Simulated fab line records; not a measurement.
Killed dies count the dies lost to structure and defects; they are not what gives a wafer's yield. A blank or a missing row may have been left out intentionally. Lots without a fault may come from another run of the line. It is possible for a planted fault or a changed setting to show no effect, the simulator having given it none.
Matching of chambers + flow n5_finfet + 4 sister chambers for N5_GATE_CUT_ETCH_58 on rie_diel-03
The step etches SiNx in CH3F/O2, target depth 17 nm, time 128.6 s. 7 wafers are shown with their chamber, then 10 later ones without.

## WAFERS, EACH WITH ITS CHAMBER
| wafer  | chamber | drypump_motor_current_A (A) | showerhead_plenum_p_Torr (Torr) |
|--------|---------|-----------------------------|---------------------------------|
| L082.1 | 3       | 5.5                         | 1.91                            |
| L085.2 | 3       | 5.5                         | 1.91                            |
| L086.3 | 1       | 5.6                         | 1.91                            |
| L086.4 | 2       | 6.6                         | 1.98                            |
| L086.6 | 0       | 5.8                         | 2.03                            |
| L091.1 | 1       | 5.6                         | 1.90                            |
| L091.5 | 0       | 5.9                         | 2.03                            |

## WAFERS MISSING THEIR CHAMBER
| wafer  | drypump_motor_current_A (A) | showerhead_plenum_p_Torr (Torr) |
|--------|-----------------------------|---------------------------------|
| L091.6 | 5.6                         | 1.90                            |
| L092.1 | 5.6                         | 1.90                            |
| L092.3 | 5.9                         | 2.03                            |
| L092.4 | 5.5                         | 1.90                            |
| L093.2 | 5.5                         | 1.90                            |
| L093.4 | 5.6                         | 1.90                            |
| L093.6 | 5.8                         | 2.03                            |
| L097.2 | 6.6                         | 1.97                            |
| L097.5 | 6.5                         | 1.97                            |
| L097.6 | 5.8                         | 2.02                            |

## WHICH CHAMBER EACH WENT THROUGH
| wafer  | from the rows above     | in truth |
|--------|-------------------------|----------|
| L091.6 | 1                       | 1        |
| L092.1 | 1                       | 1        |
| L092.3 | 0                       | 0        |
| L092.4 | can't be placed: 3 or 1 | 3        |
| L093.2 | can't be placed: 3 or 1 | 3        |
| L093.4 | 1                       | 1        |
| L093.6 | 0                       | 0        |
| L097.2 | 2                       | 2        |
| L097.5 | 2                       | 2        |
| L097.6 | 0                       | 0        |
8 of 10 placed correctly. Unplaceable from these rows: 2, with the true chamber sitting among the candidates in 2. Placed wrongly: 0.
How it was worked out, from the rows above alone: a wafer's distance from a chamber is the root of the sum, over the readings, of the square of ((its reading less the chamber's mean) divided by the reading's scatter). If the next closest chamber is less than 2 further off than the closest, the wafer can't be placed; otherwise it belongs to the closest. The mean given for a chamber averages the wafers shown for that chamber. The scatter: take each reading less its chamber's mean, square it, sum over the shown wafers, divide by the number of wafers less the number of chambers, and take the root.
